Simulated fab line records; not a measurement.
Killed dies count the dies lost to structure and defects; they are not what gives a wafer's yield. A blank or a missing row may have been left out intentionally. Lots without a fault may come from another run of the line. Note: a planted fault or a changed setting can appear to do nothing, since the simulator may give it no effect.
Which tool did it?	flow n5_finfet	Sampling: 24 lots, 72 wafers, 6 of 1938 route steps

WHAT THE GAUGES READ, wafer by wafer
N5_PMOS_HMC_CHANNEL_EPI_THK_MEAS_22. Usual: for HMC_CMP_THK the level is 53.6 nm and the standard deviation is 1.3.
lot	measured	on	HMC_CMP_THK (nm)	flag
L074	day 1 20:57	film_metro-01	55.2 54.0 54.9	
L075	day 2 02:31	film_metro-01	55.0 53.2 54.3	
L076	day 2 07:50	film_metro-01	55.1 55.6 55.9	
L077	day 2 14:27	film_metro-01	54.3 54.1 53.9	
L078	day 2 20:16	film_metro-01	51.2 55.3 51.3	
L079	day 3 01:52	film_metro-02	54.8 51.6 54.6	
L080	day 3 07:16	film_metro-01	51.5 55.2 51.5	
L081	day 3 13:47	film_metro-01	52.4 53.3 53.5	
L082	day 3 19:47	film_metro-01	51.9 52.3 55.3	
L083	day 4 02:18	film_metro-02	55.4 52.3 55.5	
L084	day 4 07:26	film_metro-01	54.8 54.2 54.8	
L085	day 4 13:57	film_metro-01	51.7 54.0 51.9	
L086	day 4 19:52	film_metro-02	55.0 52.9 53.5	
L087	day 5 01:38	film_metro-01	54.1 53.9 54.0	
L088	day 5 07:38	film_metro-02	54.5 53.8 54.1	
L089	day 5 14:16	film_metro-02	53.6 52.6 53.9	
L090	day 5 19:23	film_metro-02	54.1 54.1 53.9	
L091	day 6 02:31	film_metro-02	54.6 51.4 51.2	
L092	day 6 08:28	film_metro-02	54.7 54.5 51.0	
L093	day 6 14:04	film_metro-02	53.9 51.3 54.1	
L094	day 6 19:23	film_metro-01	52.0 51.7 52.0	
L095	day 7 01:24	film_metro-01	52.3 52.7 52.5	
L096	day 7 07:43	film_metro-02	52.7 53.6 53.8	
L097	day 7 13:46	film_metro-01	52.1 55.4 52.0	

N5_FIN_SAQP_CD_MEAS_27: target cd 20 nm. Usual: cd_nm reads 20.32 nm (standard deviation 0.26).
lot	measured	on	cd_nm (nm)	flag
L074	day 2 02:22	cd_sem-03	20.53 20.31 20.59	
L075	day 2 06:35	cd_sem-03	20.22 20.83 20.26	
L076	day 2 11:51	cd_sem-03	20.69 20.46 20.41	
L077	day 2 19:31	cd_sem-02	20.19 20.17 19.89	
L078	day 3 00:17	cd_sem-01	20.65 20.77 20.60	
L079	day 3 06:59	cd_sem-01	19.64 20.19 20.24	
L080	day 3 11:47	cd_sem-01	20.36 20.26 20.36	
L081	day 3 18:03	cd_sem-01	20.15 20.39 20.11	
L082	day 4 00:38	cd_sem-03	19.87 20.53 19.97	
L083	day 4 07:55	cd_sem-02	20.70 20.48 20.54	
L084	day 4 12:25	cd_sem-01	20.53 20.26 19.97	
L085	day 4 18:00	cd_sem-01	20.34 20.19 20.16	
L086	day 5 01:53	cd_sem-02	20.10 20.16 20.03	
L087	day 5 06:41	cd_sem-01	20.26 20.48 20.15	
L088	day 5 11:55	cd_sem-02	20.19 20.29 20.47	
L089	day 5 18:38	cd_sem-03	20.44 19.95 20.03	
L090	day 5 23:38	cd_sem-01	19.97 20.25 20.03	
L091	day 6 07:05	cd_sem-01	20.20 20.48 20.55	
L092	day 6 12:31	cd_sem-01	20.14 20.41 20.25	
L093	day 6 17:58	cd_sem-03	20.31 20.58 20.36	
L094	day 7 00:40	cd_sem-02	20.52 20.18 20.35	
L095	day 7 05:32	cd_sem-01	20.31 20.33 20.11	
L096	day 7 13:34	cd_sem-01	19.94 20.09 19.89	
L097	day 7 18:04	cd_sem-03	20.09 20.04 20.38	

EACH LOT AND THE TOOL THAT RAN IT (in order: tool; ch and the chambers of the sampled wafers; start)
lot	N5_ZERO_LAYER_PECVD_02	N5_ZERO_LAYER_ETCH_17	N5_PMOS_HMC_CHANNEL_EPI_HM_OPEN_15	N5_FIN_SAQP_MANDREL1_REMOVE_56
L074	pecvd-03 ch 0,1, day 1 12:17	rie_diel-02 ch 1,2,3, day 1 12:43	rie_diel-06 ch 0,3, day 1 18:45	rie_si-01 ch 0,3, day 2 02:16
L075	pecvd-04 ch 0,1,2, day 1 18:17	rie_diel-02 ch 0,3, day 1 18:50	rie_diel-02 ch 0,2,3, day 1 23:41	rie_si-01 ch 0,1,2, day 2 06:28
L076	pecvd-02 ch 1,2, day 2 00:17	rie_diel-03 ch 0,1,2, day 2 00:43	rie_diel-06 ch 0,1, day 2 05:38	rie_si-02 ch 0,2, day 2 11:44
L077	pecvd-02 ch 0,1,2, day 2 06:18	rie_diel-03 ch 0,2,3, day 2 06:44	rie_diel-03 ch 1,2, day 2 11:52	rie_si-06 ch 0,2,3, day 2 19:24
L078	pecvd-03 ch 0,1, day 2 12:18	rie_diel-02 ch 1,2,3, day 2 12:53	rie_diel-02 ch 0,2,3, day 2 18:04	rie_si-02 ch 0,1, day 3 00:10
L079	pecvd-02 ch 0,1,2, day 2 18:18	rie_diel-06 ch 1,2, day 2 18:44	rie_diel-03 ch 2,3, day 2 23:40	rie_si-02 ch 2,3, day 3 06:52
L080	pecvd-02 ch 0,2, day 3 00:17	rie_diel-02 ch 0,1, day 3 00:43	rie_diel-06 ch 2,3, day 3 05:05	rie_si-02 ch 0,3, day 3 11:41
L081	pecvd-02 ch 0,2, day 3 06:17	rie_diel-02 ch 0,1,2, day 3 06:50	rie_diel-03 ch 1,2, day 3 11:10	rie_si-02 ch 1,2,3, day 3 17:56
L082	pecvd-04 ch 0,1,2, day 3 12:18	rie_diel-06 ch 2,3, day 3 12:44	rie_diel-03 ch 2,3, day 3 17:37	rie_si-01 ch 0,1, day 4 00:32
L083	pecvd-03 ch 0,1,2, day 3 18:17	rie_diel-06 ch 0,3, day 3 18:43	rie_diel-06 ch 0,2,3, day 3 23:56	rie_si-02 ch 1,2,3, day 4 07:48
L084	pecvd-04 ch 0,1,2, day 4 00:17	rie_diel-03 ch 1,2,3, day 4 00:43	rie_diel-03 ch 1,2,3, day 4 05:16	rie_si-01 ch 0,2,3, day 4 12:19
L085	pecvd-03 ch 0,2, day 4 06:17	rie_diel-03 ch 1,2,3, day 4 06:50	rie_diel-06 ch 0,1,3, day 4 11:46	rie_si-02 ch 0,2,3, day 4 17:53
L086	pecvd-02 ch 0,2, day 4 12:17	rie_diel-03 ch 0,2,3, day 4 12:43	rie_diel-03 ch 0,1,2, day 4 17:16	rie_si-02 ch 2,3, day 5 01:46
L087	pecvd-03 ch 1,2, day 4 18:17	rie_diel-02 ch 0,1,3, day 4 18:52	rie_diel-06 ch 1,2,3, day 4 23:27	rie_si-02 ch 0,1,3, day 5 06:35
L088	pecvd-02 ch 0,1, day 5 00:17	rie_diel-02 ch 0,2,3, day 5 00:43	rie_diel-03 ch 1,2,3, day 5 05:26	rie_si-02 ch 0,3, day 5 11:49
L089	pecvd-02 ch 0,1,2, day 5 06:17	rie_diel-03 ch 0,1,3, day 5 06:50	rie_diel-03 ch 0,2, day 5 11:32	rie_si-06 ch 1,2,3, day 5 18:31
L090	pecvd-03 ch 0,2, day 5 12:17	rie_diel-02 ch 1,3, day 5 12:43	rie_diel-02 ch 1,2,3, day 5 17:12	rie_si-02 ch 0,2,3, day 5 23:31
L091	pecvd-02 ch 0,1, day 5 18:17	rie_diel-06 ch 0,1, day 5 18:51	rie_diel-03 ch 0,2, day 6 00:18	rie_si-02 ch 0,2, day 6 06:59
L092	pecvd-04 ch 1,2, day 6 00:17	rie_diel-03 ch 0,2, day 6 01:40	rie_diel-03 ch 0,1, day 6 06:16	rie_si-06 ch 0,3, day 6 12:24
L093	pecvd-03 ch 0,1,2, day 6 06:17	rie_diel-06 ch 2,3, day 6 06:50	rie_diel-03 ch 1,3, day 6 11:53	rie_si-02 ch 0,3, day 6 17:51
L094	pecvd-02 ch 0,1,2, day 6 12:19	rie_diel-03 ch 0,2,3, day 6 12:50	rie_diel-06 ch 0,1, day 6 17:11	rie_si-01 ch 2,3, day 7 00:33
L095	pecvd-02 ch 0,1,2, day 6 18:17	rie_diel-03 ch 1,2,3, day 6 18:43	rie_diel-03 ch 0,1,2, day 6 23:08	rie_si-01 ch 0,1,3, day 7 05:26
L096	pecvd-02 ch 1,2, day 7 00:22	rie_diel-02 ch 0,1,3, day 7 00:47	rie_diel-06 ch 1,2,3, day 7 05:31	rie_si-01 ch 0,2,3, day 7 13:28
L097	pecvd-03 ch 0,2, day 7 06:17	rie_diel-02 ch 0,1, day 7 06:43	rie_diel-03 ch 1,3, day 7 11:35	rie_si-02 ch 0,1,2, day 7 17:58
- N5_ZERO_LAYER_PECVD_02: deposits SiO2 from SiH4/N2O, target thk 10 nm, time 6 s.
- N5_ZERO_LAYER_ETCH_17: etches SiO2 in CF4, target depth 12 nm, time 13.3 s.
- N5_PMOS_HMC_CHANNEL_EPI_HM_OPEN_15: chemistry CHF3/O2, target SiO2, target depth 40.6 nm, time 20.3 s.
- N5_FIN_SAQP_MANDREL1_REMOVE_56: chemistry HBr/Cl2/O2, target a-Si, stops on SiNx, bt time 10 s.

WHAT THE TOOLS THEMSELVES READ (means of the sampled wafers that have a number; where no wafer has one, the mark that the record gives instead)
N5_ZERO_LAYER_PECVD_02. Usual: chamber_pressure_Torr 0.7500 Torr, standard deviation 0.0014; heater_power_w 897 W, standard deviation 98; showerhead_plenum_p_Torr 8.24 Torr, standard deviation 0.15.
lot	tool	chamber_pressure_Torr (Torr)	heater_power_w (W)	showerhead_plenum_p_Torr (Torr)	flag
L074	pecvd-03	0.7490	857	8.32	
L075	pecvd-04	0.7503	821	8.16	
L076	pecvd-02	0.7504	909	8.22	
L077	pecvd-02	0.7512	913	8.28	
L078	pecvd-03	0.7512	892	8.32	
L079	pecvd-02	0.7504	905	8.25	
L080	pecvd-02	0.7499	885	8.33	
L081	pecvd-02	0.7517	873	8.33	
L082	pecvd-04	0.7502	784	8.15	
L083	pecvd-03	0.7493	943	8.21	
L084	pecvd-04	0.7493	848	8.16	
L085	pecvd-03	0.7494	982	8.22	
L086	pecvd-02	0.7514	893	8.33	
L087	pecvd-03	0.7510	867	8.18	
L088	pecvd-02	0.7521	916	8.22	
L089	pecvd-02	0.7507	890	8.28	
L090	pecvd-03	0.7499	996	8.11	
L091	pecvd-02	0.7480	963	8.27	
L092	pecvd-04	0.7502	844	8.05	
L093	pecvd-03	0.7485	882	8.21	
L094	pecvd-02	0.7493	956	8.27	
L095	pecvd-02	0.7497	869	8.28	
L096	pecvd-02	0.7505	905	8.27	
L097	pecvd-03	0.7489	1068	8.11	

N5_ZERO_LAYER_ETCH_17. Usual: cf4_flow_sccm 100.0 sccm, standard deviation 0.31; drypump_motor_current_A 5.6 A, standard deviation 0.36; oes_product_au 0.80 a.u., standard deviation 0.08; rf_vpp_V 950 V, standard deviation 4.6; showerhead_plenum_p_Torr 2.16 Torr, standard deviation 0.076; throttle_valve_pct 15.62 %, standard deviation 0.18.
lot	tool	cf4_flow_sccm (sccm)	drypump_motor_current_A (A)	oes_product_au (a.u.)	rf_vpp_V (V)	showerhead_plenum_p_Torr (Torr)	throttle_valve_pct (%)	flag
L074	rie_diel-02	100.1	5.5	0.85	950	2.16	15.56	
L075	rie_diel-02	99.4	5.6	0.79	943	2.05	15.59	
L076	rie_diel-03	100.1	5.9	0.74	951	2.19	15.72	
L077	rie_diel-03	100.1	5.4	0.74	954	2.21	15.80	
L078	rie_diel-02	99.9	5.5	0.83	949	2.16	15.58	
L079	rie_diel-06	99.6	5.5	0.87	947	2.13	15.57	
L080	rie_diel-02	99.8	5.4	0.91	953	2.21	15.37	
L081	rie_diel-02	100.0	5.5	0.86	951	2.17	15.48	
L082	rie_diel-06	100.4	5.8	0.75	945	2.10	15.77	
L083	rie_diel-06	99.7	5.7	0.71	948	2.14	15.79	
L084	rie_diel-03	99.9	5.6	0.76	953	2.20	15.71	
L085	rie_diel-03	100.2	5.6	0.76	952	2.20	15.72	
L086	rie_diel-03	100.2	5.4	0.81	952	2.21	15.66	
L087	rie_diel-02	99.9	5.5	0.82	949	2.13	15.51	
L088	rie_diel-02	100.1	5.5	0.78	945	2.09	15.62	
L089	rie_diel-03	100.0	5.8	0.83	952	2.20	15.70	
L090	rie_diel-02	99.4	5.6	0.79	947	2.11	15.63	
L091	rie_diel-06	100.3	5.4	0.91	949	2.15	15.48	
L092	rie_diel-03	100.2	5.6	0.77	952	2.19	15.60	
L093	rie_diel-06	99.7	5.8	0.74	945	2.09	15.81	
L094	rie_diel-03	100.1	5.4	0.78	953	2.20	15.70	
L095	rie_diel-03	99.9	5.6	0.75	951	2.19	15.75	
L096	rie_diel-02	100.1	5.5	0.81	948	2.12	15.53	
L097	rie_diel-02	99.9	5.5	0.85	953	2.20	15.42	

N5_PMOS_HMC_CHANNEL_EPI_HM_OPEN_15. Usual: drypump_motor_current_A is 5.6 A with standard deviation 0.44, oes_ar_750_au is 0.80 a.u. with standard deviation 0.075, oes_f_703_au is 0.80 a.u. with standard deviation 0.071, oes_product_au is 0.79 a.u. with standard deviation 0.08, rf_vpp_V is 525 V with standard deviation 12, showerhead_plenum_p_Torr is 2.43 Torr with standard deviation 0.08, and throttle_valve_pct is 18.92 % with standard deviation 0.17.
lot	tool	drypump_motor_current_A (A)	oes_ar_750_au (a.u.)	oes_f_703_au (a.u.)	oes_product_au (a.u.)	rf_vpp_V (V)	showerhead_plenum_p_Torr (Torr)	throttle_valve_pct (%)	flag
L074	rie_diel-06	5.7	0.72	0.73	0.72	516	2.40	18.94	
L075	rie_diel-02	5.6	0.80	0.81	0.81	510	2.35	18.80	
L076	rie_diel-06	5.4	0.84	0.82	0.84	537	2.44	18.90	
L077	rie_diel-03	6.1	0.78	0.80	0.78	529	2.45	18.90	
L078	rie_diel-02	5.6	0.80	0.80	0.81	511	2.35	18.82	
L079	rie_diel-03	5.2	0.75	0.76	0.74	526	2.50	19.05	
L080	rie_diel-06	5.8	0.80	0.80	0.79	510	2.30	18.87	
L081	rie_diel-03	6.1	0.78	0.79	0.76	528	2.45	18.90	
L082	rie_diel-03	5.1	0.76	0.77	0.76	526	2.51	19.11	
L083	rie_diel-06	5.7	0.75	0.75	0.75	511	2.34	18.89	
L084	rie_diel-03	5.6	0.76	0.77	0.76	527	2.48	19.01	
L085	rie_diel-06	5.6	0.77	0.76	0.75	526	2.42	18.95	
L086	rie_diel-03	6.0	0.82	0.82	0.81	532	2.46	18.86	
L087	rie_diel-06	5.7	0.81	0.80	0.80	524	2.37	18.96	
L088	rie_diel-03	5.6	0.76	0.78	0.75	527	2.48	19.03	
L089	rie_diel-03	5.8	0.84	0.84	0.84	534	2.47	18.81	
L090	rie_diel-02	5.5	0.81	0.81	0.80	518	2.41	18.82	
L091	rie_diel-03	5.6	0.77	0.77	0.77	529	2.48	18.93	
L092	rie_diel-03	6.2	0.85	0.84	0.85	534	2.44	18.78	
L093	rie_diel-03	5.4	0.77	0.78	0.77	526	2.47	19.10	
L094	rie_diel-06	5.5	0.93	0.93	0.94	524	2.40	18.65	
L095	rie_diel-03	6.0	0.79	0.79	0.79	531	2.45	18.89	
L096	rie_diel-06	5.7	0.79	0.78	0.78	523	2.37	18.97	
L097	rie_diel-03	5.4	0.77	0.78	0.77	526	2.47	19.11	

N5_FIN_SAQP_MANDREL1_REMOVE_56. Usual: drypump_motor_current_A 5.7 A, standard deviation 0.46; oes_product_au 1.001 a.u., standard deviation 0.023; throttle_valve_pct 36.6 %, standard deviation 0.44.
lot	tool	drypump_motor_current_A (A)	oes_product_au (a.u.)	throttle_valve_pct (%)	flag
L074	rie_si-01	5.6	0.981	37.1	
L075	rie_si-01	5.3	0.998	36.7	
L076	rie_si-02	5.7	1.028	36.7	
L077	rie_si-06	5.4	1.018	36.9	
L078	rie_si-02	5.6	1.004	36.0	
L079	rie_si-02	6.3	1.006	36.9	
L080	rie_si-02	5.9	1.008	36.3	
L081	rie_si-02	6.0	1.001	36.6	
L082	rie_si-01	5.7	1.013	36.8	
L083	rie_si-02	6.0	0.999	36.7	
L084	rie_si-01	5.4	0.990	36.9	
L085	rie_si-02	5.9	1.018	36.6	
L086	rie_si-02	6.3	0.990	36.9	
L087	rie_si-02	6.0	0.989	36.3	
L088	rie_si-02	6.2	0.998	36.5	
L089	rie_si-06	5.3	1.015	37.1	
L090	rie_si-02	6.0	1.008	36.6	
L091	rie_si-02	5.7	1.026	36.7	
L092	rie_si-06	5.5	1.006	37.3	
L093	rie_si-02	5.8	1.008	36.3	
L094	rie_si-01	5.1	0.974	36.7	
L095	rie_si-01	5.5	1.012	36.9	
L096	rie_si-01	5.4	0.988	36.9	
L097	rie_si-02	5.7	1.005	36.4	

THE ANSWER, worked out from the rows above alone
Rule: lot off if the mean of its wafers having a number is beyond 3 standard deviations from the usual mean. Also off: a lot with no number at a reading for which 4 or more lots have one. Where the step has rows for the other lots, those lots are counted as sound. First the gauges in route order, then the tools' own readings, where a lot's mean is used as printed above. At the first step where some lot is off, the reading lying furthest off is the one used; lots without a number count as furthest.
Nothing can be told from this: no lot is off at any reading shown.

WHAT THE SIMULATOR HAD PUT IN
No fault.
